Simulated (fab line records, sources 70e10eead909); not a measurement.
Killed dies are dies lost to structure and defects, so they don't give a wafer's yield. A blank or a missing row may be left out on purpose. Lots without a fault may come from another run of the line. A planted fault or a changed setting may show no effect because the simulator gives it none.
Chamber matching | flow nand_harc | NHARC_A_CONTACT_ETCH_89 on rie_diel-01: 4 sister chambers
The step etches the open film in N2/H2, target depth 260 nm, time 475.3 s. 16 wafers are shown with their chamber, then 8 later ones without.

WAFERS WITH THEIR CHAMBER
wafer  | chamber | showerhead_plenum_p_Torr (Torr) | drypump_motor_current_A (A) | rf_vpp_V (V)
L465.1 | 1       | 1.96                            | 5.1                         | 428.9
L465.3 | 0       | 2.13                            | 4.8                         | 431.4
L465.4 | 2       | 1.92                            | 5.3                         | 426.9
L466.1 | 3       | 1.91                            | 5.9                         | 426.0
L466.4 | 3       | 1.91                            | 5.9                         | 426.5
L466.5 | 1       | 1.96                            | 5.1                         | 428.4
L470.1 | 3       | 1.91                            | 5.8                         | 427.0
L470.2 | 1       | 1.96                            | 5.1                         | 427.9
L470.3 | 2       | 1.91                            | 5.3                         | 426.8
L469.1 | 2       | 1.91                            | 5.4                         | 427.8
L469.5 | 3       | 1.90                            | 5.9                         | 427.2
L469.6 | 2       | 1.91                            | 5.3                         | 426.9
L473.1 | 3       | 1.90                            | 5.8                         | 427.3
L473.4 | 0       | 2.13                            | 4.8                         | 432.9
L473.6 | 2       | 1.91                            | 5.3                         | 426.5
L472.2 | 0       | 2.13                            | 4.9                         | 430.5

SIGNATURES (means of the wafers above)
reading                  | chamber 0 | chamber 1 | chamber 2 | chamber 3 | scatter within a chamber
showerhead_plenum_p_Torr | 2.1300    | 1.9600    | 1.9120    | 1.9060    | 0.00408
drypump_motor_current_A  | 4.833     | 5.100     | 5.320     | 5.860     | 0.0471
rf_vpp_V                 | 431.600   | 428.400   | 426.980   | 426.800   | 0.681
Rule: a wafer's distance from a chamber is the root of the sum, over the readings, of the square of ((its reading less the chamber's mean) divided by the reading's scatter). The wafer belongs to the nearest chamber; if the next one is less than 2 further off, it can't be placed. The scatter: the root of (the sum of the squares of (reading less its chamber's mean) over the shown wafers, divided by (wafers less chambers)).

WAFERS WITHOUT THEIR CHAMBER
wafer  | showerhead_plenum_p_Torr (Torr) | drypump_motor_current_A (A) | rf_vpp_V (V)
L472.5 | 2.13                            | 4.9                         | 433.5
L472.6 | 1.90                            | 5.9                         | 424.7
L476.3 | 1.90                            | 5.8                         | 426.3
L476.5 | 1.95                            | 5.1                         | 428.6
L476.6 | 1.91                            | 5.4                         | 426.3
L481.3 | 1.95                            | 5.0                         | 427.8
L487.1 | 1.91                            | 5.4                         | 426.7
L487.2 | 2.12                            | 4.9                         | 432.2

WHICH CHAMBER EACH WENT THROUGH
wafer  | from the rows above | in truth
L472.5 | 0                   | 0
L472.6 | 3                   | 3
L476.3 | 3                   | 3
L476.5 | 1                   | 1
L476.6 | 2                   | 2
L481.3 | 1                   | 1
L487.1 | 2                   | 2
L487.2 | 0                   | 0
Placed correctly: 8 of 8. Can't be placed from these rows: 0. Placed wrongly: 0.
